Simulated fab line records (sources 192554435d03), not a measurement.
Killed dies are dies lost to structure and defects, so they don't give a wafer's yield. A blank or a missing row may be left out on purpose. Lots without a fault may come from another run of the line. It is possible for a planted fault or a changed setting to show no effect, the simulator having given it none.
Chamber matching ; flow n5-finfet ; N5_DUMMY_REMOVAL_STRIP_10 on rie-diel-06: 4 sister chambers
The step strips in N2/H2, time 40 s. 4 wafers are shown with their chamber, then 11 later ones without.

== WAFERS WITH THEIR CHAMBER ==
wafer;chamber;showerhead-plenum-p-Torr (Torr)
L087.2;3;3.57
L087.4;2;3.39
L089.1;0;3.43
L090.1;1;3.33

== WAFERS MISSING THEIR CHAMBER ==
wafer;showerhead-plenum-p-Torr (Torr)
L090.3;3.43
L090.5;3.43
L091.2;3.39
L091.4;3.56
L091.6;3.43
L095.1;3.33
L095.2;3.56
L095.5;3.33
L096.2;3.38
L096.4;3.56
L096.6;3.38

== EACH ONE'S CHAMBER ==
wafer;from the rows above;in truth
L090.3;0;0
L090.5;0;0
L091.2;2;2
L091.4;3;3
L091.6;0;0
L095.1;1;1
L095.2;3;3
L095.5;1;1
L096.2;2;2
L096.4;3;3
L096.6;2;2
11 of 11 placed correctly. Can't be placed from these rows: 0. Placed wrongly: 0.
How it was worked out, from the rows above alone: a wafer's distance from a chamber is the root of the sum, over the readings, of the square of ((its reading less the chamber's mean) divided by the reading's scatter). If the next closest chamber is less than 2 further off than the closest, the wafer can't be placed; otherwise it belongs to the closest. For every chamber, the mean is computed from those of its wafers that are shown. The scatter: with one shown wafer a chamber, the root of the mean of the squares of how far each hidden wafer lies from its nearest shown one.
